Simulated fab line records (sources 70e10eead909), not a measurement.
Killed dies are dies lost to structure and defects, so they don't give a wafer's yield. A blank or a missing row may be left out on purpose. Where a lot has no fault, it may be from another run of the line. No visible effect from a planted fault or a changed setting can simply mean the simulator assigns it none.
The tool behind it: which one? :: flow nand harc :: 24 lots, 72 wafers sampled, at 5 steps of a route of 1302

== WHAT THE GAUGES READ, wafer by wafer ==
NHARC_A_M0_INSPECT_27. Usual: raw defect count 540, standard deviation 120.
lot: L074
measured: day 23 05:25
on: defect inspect-01
raw defect count: 559 486 399
flag: 

lot: L075
measured: day 23 06:27
on: defect inspect-02
raw defect count: 630 456 453
flag: 

lot: L076
measured: day 23 14:52
on: defect inspect-01
raw defect count: 732 693 438
flag: 

lot: L078
measured: day 24 08:02
on: defect inspect-02
raw defect count: 514 455 345
flag: 

lot: L077
measured: day 24 08:58
on: defect inspect-01
raw defect count: 411 658 587
flag: 

lot: L079
measured: day 25 01:59
on: defect inspect-02
raw defect count: 428 424 454
flag: 

lot: L080
measured: day 25 07:37
on: defect inspect-01
raw defect count: 626 623 659
flag: 

lot: L081
measured: day 25 12:05
on: defect inspect-02
raw defect count: 553 593 659
flag: 

lot: L083
measured: day 26 04:36
on: defect inspect-02
raw defect count: 990 608 691
flag: 

lot: L082
measured: day 26 06:58
on: defect inspect-02
raw defect count: 519 572 564
flag: 

lot: L085
measured: day 27 02:29
on: defect inspect-01
raw defect count: 579 544 485
flag: 

lot: L084
measured: day 27 06:23
on: defect inspect-01
raw defect count: 388 294 379
flag: 

lot: L086
measured: day 27 17:34
on: defect inspect-02
raw defect count: 497 621 610
flag: 

lot: L087
measured: day 28 08:59
on: defect inspect-02
raw defect count: 390 631 522
flag: 

lot: L089
measured: day 29 07:08
on: defect inspect-02
raw defect count: 503 350 367
flag: 

lot: L088
measured: day 29 08:08
on: defect inspect-01
raw defect count: 613 581 584
flag: 

lot: L090
measured: day 30 00:12
on: defect inspect-01
raw defect count: 775 556 521
flag: 

lot: L091
measured: day 30 01:44
on: defect inspect-01
raw defect count: 476 509 470
flag: 

lot: L092
measured: day 31 01:05
on: defect inspect-02
raw defect count: 522 476 591
flag: 

lot: L093
measured: day 31 01:32
on: defect inspect-01
raw defect count: 648 498 460
flag: 

lot: L095
measured: day 31 13:58
on: defect inspect-02
raw defect count: 786 551 429
flag: 

lot: L096
measured: day 31 15:07
on: defect inspect-02
raw defect count: 476 390 598
flag: 

lot: L094
measured: day 31 23:19
on: defect inspect-02
raw defect count: 665 457 592
flag: 

lot: L097
measured: day 32 02:46
on: defect inspect-01
raw defect count: 424 445 321
flag: 

NHARC_HYBRID_BOND_OVL_MEAS_05. Usual: overlay x nm 0 nm, standard deviation 33; overlay y nm 0 nm, standard deviation 34.
lot: L074
measured: day 24 01:01
on: overlay-01
overlay x nm (nm): -8 -41 -39
overlay y nm (nm): -18 29 16
flag: 

lot: L075
measured: day 24 01:01
on: overlay-02
overlay x nm (nm): 0 -2 57
overlay y nm (nm): -47 -23 -36
flag: 

lot: L076
measured: day 24 09:23
on: overlay-01
overlay x nm (nm): -41 45 -35
overlay y nm (nm): -54 14 -28
flag: 

lot: L078
measured: day 25 03:10
on: overlay-01
overlay x nm (nm): -8 62 2
overlay y nm (nm): 37 58 -18
flag: 

lot: L077
measured: day 25 03:10
on: overlay-02
overlay x nm (nm): 0 5 -10
overlay y nm (nm): 22 -1 24
flag: 

lot: L079
measured: day 25 22:07
on: overlay-02
overlay x nm (nm): 31 -82 -16
overlay y nm (nm): -53 18 -5
flag: 

lot: L080
measured: day 26 02:27
on: overlay-01
overlay x nm (nm): 2 5 -7
overlay y nm (nm): -9 31 28
flag: 

lot: L081
measured: day 26 10:13
on: overlay-02
overlay x nm (nm): 44 -9 43
overlay y nm (nm): 3 -23 -5
flag: 

lot: L083
measured: day 26 23:04
on: overlay-02
overlay x nm (nm): 61 48 -2
overlay y nm (nm): 53 -30 -26
flag: 

lot: L082
measured: day 26 23:04
on: overlay-01
overlay x nm (nm): -58 -29 -29
overlay y nm (nm): -38 -3 18
flag: 

lot: L085
measured: day 27 20:44
on: overlay-02
overlay x nm (nm): 13 -21 -18
overlay y nm (nm): 19 -26 -11
flag: 

lot: L084
measured: day 28 01:59
on: overlay-02
overlay x nm (nm): -6 -36 -19
overlay y nm (nm): -33 -17 -18
flag: 

lot: L086
measured: day 28 11:46
on: overlay-01
overlay x nm (nm): 1 2 22
overlay y nm (nm): 11 -12 15
flag: 

lot: L087
measured: day 29 04:36
on: overlay-02
overlay x nm (nm): -40 -51 -11
overlay y nm (nm): -4 75 -5
flag: 

lot: L089
measured: day 30 09:07
on: overlay-02
overlay x nm (nm): 22 6 27
overlay y nm (nm): -5 -26 -24
flag: 

lot: L088
measured: day 30 09:07
on: overlay-01
overlay x nm (nm): 36 33 -25
overlay y nm (nm): -8 -50 -29
flag: 

lot: L090
measured: day 30 18:43
on: overlay-02
overlay x nm (nm): 47 -34 13
overlay y nm (nm): 5 8 -21
flag: 

lot: L091
measured: day 30 18:43
on: overlay-01
overlay x nm (nm): -21 -18 -12
overlay y nm (nm): -54 -33 -50
flag: 

lot: L092
measured: day 31 19:25
on: overlay-01
overlay x nm (nm): -21 3 25
overlay y nm (nm): -36 -63 10
flag: 

lot: L093
measured: day 31 19:25
on: overlay-02
overlay x nm (nm): 61 38 -13
overlay y nm (nm): 1 -40 31
flag: 

lot: L095
measured: day 32 08:47
on: overlay-02
overlay x nm (nm): -38 -40 -48
overlay y nm (nm): -46 14 -25
flag: 

lot: L096
measured: day 32 08:47
on: overlay-02
overlay x nm (nm): -14 28 -16
overlay y nm (nm): -26 32 7
flag: 

lot: L094
measured: day 32 17:51
on: overlay-02
overlay x nm (nm): -44 -63 90
overlay y nm (nm): 38 64 2
flag: 

lot: L097
measured: day 32 17:52
on: overlay-02
overlay x nm (nm): 69 0 27
overlay y nm (nm): 8 20 -3
flag: 

== WHAT TOOL EACH LOT RAN ON (gives the tool, then ch and the chambers of the sampled wafers, and finally the start) ==
lot: L074
NHARC_A_M1_PRE_CLEAN_30: pvd sputter-01, day 23 09:42 or earlier
NHARC_A_M1_DEP_33: pecvd-03 ch 0,1,2, day 23 09:42
NHARC_A_BONDPAD_ETCH_24: rie diel-07 ch 0,2,3, day 24 01:01 or earlier

lot: L075
NHARC_A_M1_PRE_CLEAN_30: pvd sputter-02, day 23 10:44 or earlier
NHARC_A_M1_DEP_33: pecvd-01 ch 0,2, day 23 10:44
NHARC_A_BONDPAD_ETCH_24: rie diel-11 ch 0,2, day 24 01:01 or earlier

lot: L076
NHARC_A_M1_PRE_CLEAN_30: pvd sputter-03, day 23 19:09 or earlier
NHARC_A_M1_DEP_33: pecvd-04 ch 0,2, day 23 19:09
NHARC_A_BONDPAD_ETCH_24: rie diel-07 ch 0,1,2, day 23 21:40

lot: L078
NHARC_A_M1_PRE_CLEAN_30: pvd sputter-01, day 24 12:28 or earlier
NHARC_A_M1_DEP_33: pecvd-01 ch 0,1,2, day 24 12:28
NHARC_A_BONDPAD_ETCH_24: rie diel-07 ch 1,2,3, day 25 03:10 or earlier

lot: L077
NHARC_A_M1_PRE_CLEAN_30: pvd sputter-01, day 24 13:29 or earlier
NHARC_A_M1_DEP_33: pecvd-01 ch 0,2, day 24 13:29
NHARC_A_BONDPAD_ETCH_24: rie diel-07 ch 1,2, day 25 03:10 or earlier

lot: L079
NHARC_A_M1_PRE_CLEAN_30: pvd sputter-03, day 25 06:23 or earlier
NHARC_A_M1_DEP_33: pecvd-03 ch 0,1,2, day 25 06:23
NHARC_A_BONDPAD_ETCH_24: rie diel-07 ch 0,1,3, day 25 22:07 or earlier

lot: L080
NHARC_A_M1_PRE_CLEAN_30: pvd sputter-03, day 25 11:59 or earlier
NHARC_A_M1_DEP_33: pecvd-03 ch 0,1, day 25 11:59
NHARC_A_BONDPAD_ETCH_24: rie diel-07 ch 1,3, day 26 02:27 or earlier

lot: L081
NHARC_A_M1_PRE_CLEAN_30: pvd sputter-03, day 25 16:25 or earlier
NHARC_A_M1_DEP_33: pecvd-01 ch 0,1,2, day 25 16:25
NHARC_A_BONDPAD_ETCH_24: rie diel-04 ch 0,2,3, day 26 10:13 or earlier

lot: L083
NHARC_A_M1_PRE_CLEAN_30: pvd sputter-03, day 26 08:55 or earlier
NHARC_A_M1_DEP_33: pecvd-01 ch 0,1, day 26 08:55
NHARC_A_BONDPAD_ETCH_24: rie diel-07 ch 0,1,3, day 26 23:04 or earlier

lot: L082
NHARC_A_M1_PRE_CLEAN_30: pvd sputter-03, day 26 11:23 or earlier
NHARC_A_M1_DEP_33: pecvd-01 ch 0,1,2, day 26 11:23
NHARC_A_BONDPAD_ETCH_24: rie diel-07 ch 0,2,3, day 26 23:04 or earlier

lot: L085
NHARC_A_M1_PRE_CLEAN_30: pvd sputter-02, day 27 06:54 or earlier
NHARC_A_M1_DEP_33: pecvd-04 ch 0,1, day 27 06:54
NHARC_A_BONDPAD_ETCH_24: rie diel-07 ch 0,1,3, day 27 20:44 or earlier

lot: L084
NHARC_A_M1_PRE_CLEAN_30: pvd sputter-02, day 27 10:33 or earlier
NHARC_A_M1_DEP_33: pecvd-03 ch 0,1,2, day 27 10:33
NHARC_A_BONDPAD_ETCH_24: rie diel-07 ch 0,1,3, day 28 01:59 or earlier

lot: L086
NHARC_A_M1_PRE_CLEAN_30: pvd sputter-01, day 27 21:53 or earlier
NHARC_A_M1_DEP_33: pecvd-01 ch 0,1, day 27 21:53
NHARC_A_BONDPAD_ETCH_24: rie diel-11 ch 1,3, day 28 00:19

lot: L087
NHARC_A_M1_PRE_CLEAN_30: pvd sputter-03, day 28 13:19 or earlier
NHARC_A_M1_DEP_33: pecvd-03 ch 0,1, day 28 13:19
NHARC_A_BONDPAD_ETCH_24: rie diel-04 ch 0,2,3, day 29 04:36 or earlier

lot: L089
NHARC_A_M1_PRE_CLEAN_30: pvd sputter-01, day 29 11:23 or earlier
NHARC_A_M1_DEP_33: pecvd-03 ch 0,2, day 29 11:23
NHARC_A_BONDPAD_ETCH_24: rie diel-11 ch 2,3, day 30 09:07 or earlier

lot: L088
NHARC_A_M1_PRE_CLEAN_30: pvd sputter-03, day 29 12:23 or earlier
NHARC_A_M1_DEP_33: pecvd-03 ch 0,2, day 29 12:23
NHARC_A_BONDPAD_ETCH_24: rie diel-11 ch 0,1, day 30 09:07 or earlier

lot: L090
NHARC_A_M1_PRE_CLEAN_30: pvd sputter-03, day 30 04:41 or earlier
NHARC_A_M1_DEP_33: pecvd-04 ch 0,1, day 30 04:41
NHARC_A_BONDPAD_ETCH_24: rie diel-07 ch 0,2, day 30 18:43 or earlier

lot: L091
NHARC_A_M1_PRE_CLEAN_30: pvd sputter-01, day 30 06:01 or earlier
NHARC_A_M1_DEP_33: pecvd-01 ch 0,2, day 30 06:01
NHARC_A_BONDPAD_ETCH_24: rie diel-07 ch 0,1,2, day 30 18:43 or earlier

lot: L092
NHARC_A_M1_PRE_CLEAN_30: pvd sputter-02, day 31 05:26 or earlier
NHARC_A_M1_DEP_33: pecvd-04 ch 0,1, day 31 05:26
NHARC_A_BONDPAD_ETCH_24: rie diel-07 ch 0,1,2, day 31 19:25 or earlier

lot: L093
NHARC_A_M1_PRE_CLEAN_30: pvd sputter-02, day 31 06:02 or earlier
NHARC_A_M1_DEP_33: pecvd-03 ch 0,1, day 31 06:02
NHARC_A_BONDPAD_ETCH_24: rie diel-07 ch 0,2,3, day 31 19:25 or earlier

lot: L095
NHARC_A_M1_PRE_CLEAN_30: pvd sputter-02, day 31 18:08 or earlier
NHARC_A_M1_DEP_33: pecvd-04 ch 1,2, day 31 18:08
NHARC_A_BONDPAD_ETCH_24: rie diel-07 ch 0,3, day 32 08:47 or earlier

lot: L096
NHARC_A_M1_PRE_CLEAN_30: pvd sputter-01, day 31 19:31 or earlier
NHARC_A_M1_DEP_33: pecvd-01 ch 0,1,2, day 31 19:31
NHARC_A_BONDPAD_ETCH_24: rie diel-07 ch 1,2,3, day 31 22:05

lot: L094
NHARC_A_M1_PRE_CLEAN_30: pvd sputter-02, day 32 03:52 or earlier
NHARC_A_M1_DEP_33: pecvd-03 ch 1,2, day 32 03:52
NHARC_A_BONDPAD_ETCH_24: rie diel-11 ch 0,1,2, day 32 17:51 or earlier

lot: L097
NHARC_A_M1_PRE_CLEAN_30: pvd sputter-03, day 32 07:11 or earlier
NHARC_A_M1_DEP_33: pecvd-04 ch 0,1,2, day 32 07:11
NHARC_A_BONDPAD_ETCH_24: rie diel-04 ch 0,1,2, day 32 17:52 or earlier
- NHARC_A_M1_PRE_CLEAN_30: time 30 s.
- NHARC_A_M1_DEP_33: deposits SiCN, target thk 30 nm.
- NHARC_A_BONDPAD_ETCH_24: etches the open film in CF4/N2, target depth 30 nm, time 72.99 s.

== AS READ BY THE TOOLS THEMSELVES (means over the sampled wafers that have a number; for cases with no such wafer, the mark the record gives instead) ==
NHARC_A_M1_PRE_CLEAN_30. Usual: heater power w 412 W, standard deviation 46.
lot: L074
tool: pvd sputter-01
heater power w (W): 446
flag: 

lot: L075
tool: pvd sputter-02
heater power w (W): 361
flag: 

lot: L076
tool: pvd sputter-03
heater power w (W): 397
flag: 

lot: L078
tool: pvd sputter-01
heater power w (W): 411
flag: 

lot: L077
tool: pvd sputter-01
heater power w (W): 445
flag: 

lot: L079
tool: pvd sputter-03
heater power w (W): 411
flag: 

lot: L080
tool: pvd sputter-03
heater power w (W): 431
flag: 

lot: L081
tool: pvd sputter-03
heater power w (W): 431
flag: 

lot: L083
tool: pvd sputter-03
heater power w (W): 416
flag: 

lot: L082
tool: pvd sputter-03
heater power w (W): 405
flag: 

lot: L085
tool: pvd sputter-02
heater power w (W): 423
flag: 

lot: L084
tool: pvd sputter-02
heater power w (W): 384
flag: 

lot: L086
tool: pvd sputter-01
heater power w (W): 430
flag: 

lot: L087
tool: pvd sputter-03
heater power w (W): 432
flag: 

lot: L089
tool: pvd sputter-01
heater power w (W): 444
flag: 

lot: L088
tool: pvd sputter-03
heater power w (W): 367
flag: 

lot: L090
tool: pvd sputter-03
heater power w (W): 402
flag: 

lot: L091
tool: pvd sputter-01
heater power w (W): 390
flag: 

lot: L092
tool: pvd sputter-02
heater power w (W): 395
flag: 

lot: L093
tool: pvd sputter-02
heater power w (W): 393
flag: 

lot: L095
tool: pvd sputter-02
heater power w (W): 441
flag: 

lot: L096
tool: pvd sputter-01
heater power w (W): 424
flag: 

lot: L094
tool: pvd sputter-02
heater power w (W): 421
flag: 

lot: L097
tool: pvd sputter-03
heater power w (W): 405
flag: 

NHARC_A_M1_DEP_33. Usual: heater power w 580 W, standard deviation 64.
lot: L074
tool: pecvd-03
heater power w (W): 559
flag: 

lot: L075
tool: pecvd-01
heater power w (W): 523
flag: 

lot: L076
tool: pecvd-04
heater power w (W): 602
flag: 

lot: L078
tool: pecvd-01
heater power w (W): 563
flag: 

lot: L077
tool: pecvd-01
heater power w (W): 641
flag: 

lot: L079
tool: pecvd-03
heater power w (W): 599
flag: 

lot: L080
tool: pecvd-03
heater power w (W): 596
flag: 

lot: L081
tool: pecvd-01
heater power w (W): 620
flag: 

lot: L083
tool: pecvd-01
heater power w (W): 625
flag: 

lot: L082
tool: pecvd-01
heater power w (W): 568
flag: 

lot: L085
tool: pecvd-04
heater power w (W): 630
flag: 

lot: L084
tool: pecvd-03
heater power w (W): 604
flag: 

lot: L086
tool: pecvd-01
heater power w (W): 631
flag: 

lot: L087
tool: pecvd-03
heater power w (W): 557
flag: 

lot: L089
tool: pecvd-03
heater power w (W): 588
flag: 

lot: L088
tool: pecvd-03
heater power w (W): 602
flag: 

lot: L090
tool: pecvd-04
heater power w (W): 593
flag: 

lot: L091
tool: pecvd-01
heater power w (W): 592
flag: 

lot: L092
tool: pecvd-04
heater power w (W): 637
flag: 

lot: L093
tool: pecvd-03
heater power w (W): 537
flag: 

lot: L095
tool: pecvd-04
heater power w (W): 606
flag: 

lot: L096
tool: pecvd-01
heater power w (W): 589
flag: 

lot: L094
tool: pecvd-03
heater power w (W): 563
flag: 

lot: L097
tool: pecvd-04
heater power w (W): 578
flag: 

NHARC_A_BONDPAD_ETCH_24. Usual: drypump motor current A 5.6 A, standard deviation 0.42; mfc ar sccm 149.9 sccm, standard deviation 0.45; oes product au 1.004 a.u., standard deviation 0.0064; rf vpp V 315.0 V, standard deviation 1.9; showerhead plenum p Torr 2.68 Torr, standard deviation 0.11; throttle valve pct 19.795 %, standard deviation 0.0093.
lot: L074
tool: rie diel-07
drypump motor current A (A): 5.6
mfc ar sccm (sccm): 149.7
oes product au (a.u.): 1.005
rf vpp V (V): 315.1
showerhead plenum p Torr (Torr): 2.70
throttle valve pct (%): 19.787
flag: 

lot: L075
tool: rie diel-11
drypump motor current A (A): 5.9
mfc ar sccm (sccm): 150.0
oes product au (a.u.): 1.005
rf vpp V (V): 313.4
showerhead plenum p Torr (Torr): 2.60
throttle valve pct (%): 19.791
flag: 

lot: L076
tool: rie diel-07
drypump motor current A (A): 5.8
mfc ar sccm (sccm): 150.5
oes product au (a.u.): 1.011
rf vpp V (V): 314.3
showerhead plenum p Torr (Torr): 2.64
throttle valve pct (%): 19.791
flag: 

lot: L078
tool: rie diel-07
drypump motor current A (A): 5.7
mfc ar sccm (sccm): 149.7
oes product au (a.u.): 1.006
rf vpp V (V): 314.3
showerhead plenum p Torr (Torr): 2.65
throttle valve pct (%): 19.799
flag: 

lot: L077
tool: rie diel-07
drypump motor current A (A): 6.1
mfc ar sccm (sccm): 149.9
oes product au (a.u.): 0.999
rf vpp V (V): 315.1
showerhead plenum p Torr (Torr): 2.64
throttle valve pct (%): 19.800
flag: 

lot: L079
tool: rie diel-07
drypump motor current A (A): 5.4
mfc ar sccm (sccm): 150.2
oes product au (a.u.): 1.009
rf vpp V (V): 314.5
showerhead plenum p Torr (Torr): 2.66
throttle valve pct (%): 19.804
flag: 

lot: L080
tool: rie diel-07
drypump motor current A (A): 5.4
mfc ar sccm (sccm): 150.4
oes product au (a.u.): 0.999
rf vpp V (V): 315.0
showerhead plenum p Torr (Torr): 2.67
throttle valve pct (%): 19.797
flag: 

lot: L081
tool: rie diel-04
drypump motor current A (A): 5.5
mfc ar sccm (sccm): 149.9
oes product au (a.u.): 0.993
rf vpp V (V): 312.7
showerhead plenum p Torr (Torr): 2.58
throttle valve pct (%): 19.790
flag: 

lot: L083
tool: rie diel-07
drypump motor current A (A): 5.5
mfc ar sccm (sccm): 150.6
oes product au (a.u.): 1.008
rf vpp V (V): 315.3
showerhead plenum p Torr (Torr): 2.66
throttle valve pct (%): 19.808
flag: 

lot: L082
tool: rie diel-07
drypump motor current A (A): 5.6
mfc ar sccm (sccm): 149.8
oes product au (a.u.): 1.011
rf vpp V (V): 314.9
showerhead plenum p Torr (Torr): 2.70
throttle valve pct (%): 19.793
flag: 

lot: L085
tool: rie diel-07
drypump motor current A (A): 5.4
mfc ar sccm (sccm): 150.2
oes product au (a.u.): 1.001
rf vpp V (V): 315.0
showerhead plenum p Torr (Torr): 2.66
throttle valve pct (%): 19.801
flag: 

lot: L084
tool: rie diel-07
drypump motor current A (A): 5.4
mfc ar sccm (sccm): 149.7
oes product au (a.u.): 1.004
rf vpp V (V): 314.7
showerhead plenum p Torr (Torr): 2.66
throttle valve pct (%): 19.810
flag: 

lot: L086
tool: rie diel-11
drypump motor current A (A): 5.6
mfc ar sccm (sccm): 149.9
oes product au (a.u.): 1.007
rf vpp V (V): 316.9
showerhead plenum p Torr (Torr): 2.82
throttle valve pct (%): 19.792
flag: 

lot: L087
tool: rie diel-04
drypump motor current A (A): 5.5
mfc ar sccm (sccm): 149.7
oes product au (a.u.): 1.000
rf vpp V (V): 313.8
showerhead plenum p Torr (Torr): 2.57
throttle valve pct (%): 19.793
flag: 

lot: L089
tool: rie diel-11
drypump motor current A (A): 5.3
mfc ar sccm (sccm): 149.5
oes product au (a.u.): 1.000
rf vpp V (V): 316.8
showerhead plenum p Torr (Torr): 2.81
throttle valve pct (%): 19.800
flag: 

lot: L088
tool: rie diel-11
drypump motor current A (A): 5.8
mfc ar sccm (sccm): 150.0
oes product au (a.u.): 1.003
rf vpp V (V): 315.8
showerhead plenum p Torr (Torr): 2.71
throttle valve pct (%): 19.795
flag: 

lot: L090
tool: rie diel-07
drypump motor current A (A): 6.0
mfc ar sccm (sccm): 150.1
oes product au (a.u.): 1.006
rf vpp V (V): 315.9
showerhead plenum p Torr (Torr): 2.69
throttle valve pct (%): 19.798
flag: 

lot: L091
tool: rie diel-07
drypump motor current A (A): 5.8
mfc ar sccm (sccm): 150.1
oes product au (a.u.): 1.001
rf vpp V (V): 314.4
showerhead plenum p Torr (Torr): 2.64
throttle valve pct (%): 19.796
flag: 

lot: L092
tool: rie diel-07
drypump motor current A (A): 5.8
mfc ar sccm (sccm): 149.9
oes product au (a.u.): 1.004
rf vpp V (V): 314.0
showerhead plenum p Torr (Torr): 2.64
throttle valve pct (%): 19.793
flag: 

lot: L093
tool: rie diel-07
drypump motor current A (A): 5.7
mfc ar sccm (sccm): 149.9
oes product au (a.u.): 1.002
rf vpp V (V): 316.0
showerhead plenum p Torr (Torr): 2.70
throttle valve pct (%): 19.795
flag: 

lot: L095
tool: rie diel-07
drypump motor current A (A): 5.3
mfc ar sccm (sccm): 149.0
oes product au (a.u.): 1.001
rf vpp V (V): 315.5
showerhead plenum p Torr (Torr): 2.71
throttle valve pct (%): 19.794
flag: 

lot: L096
tool: rie diel-07
drypump motor current A (A): 5.7
mfc ar sccm (sccm): 149.4
oes product au (a.u.): 1.006
rf vpp V (V): 314.3
showerhead plenum p Torr (Torr): 2.65
throttle valve pct (%): 19.794
flag: 

lot: L094
tool: rie diel-11
drypump motor current A (A): 5.6
mfc ar sccm (sccm): 149.8
oes product au (a.u.): 1.001
rf vpp V (V): 315.0
showerhead plenum p Torr (Torr): 2.70
throttle valve pct (%): 19.784
flag: 

lot: L097
tool: rie diel-04
drypump motor current A (A): 5.4
mfc ar sccm (sccm): 149.9
oes product au (a.u.): 1.003
rf vpp V (V): 316.5
showerhead plenum p Torr (Torr): 2.79
throttle valve pct (%): 19.796
flag: 

== THE ANSWER, worked out from the rows above alone ==
Rule: a lot is off if the mean of its wafers that have a number lies more than 3 standard deviations from the usual mean. A lot without any number at a reading at which 4 lots or more have one is off too. All remaining lots with rows at the step are treated as sound. First the gauges in route order, then the tools' own readings, where a lot's mean is used as printed above. At the first step where some lot is off, the reading lying furthest off is the one used; lots without a number count as furthest.
No lot is off at any reading shown: from this, nothing can be told.

== WHAT THE SIMULATOR HAD INSERTED ==
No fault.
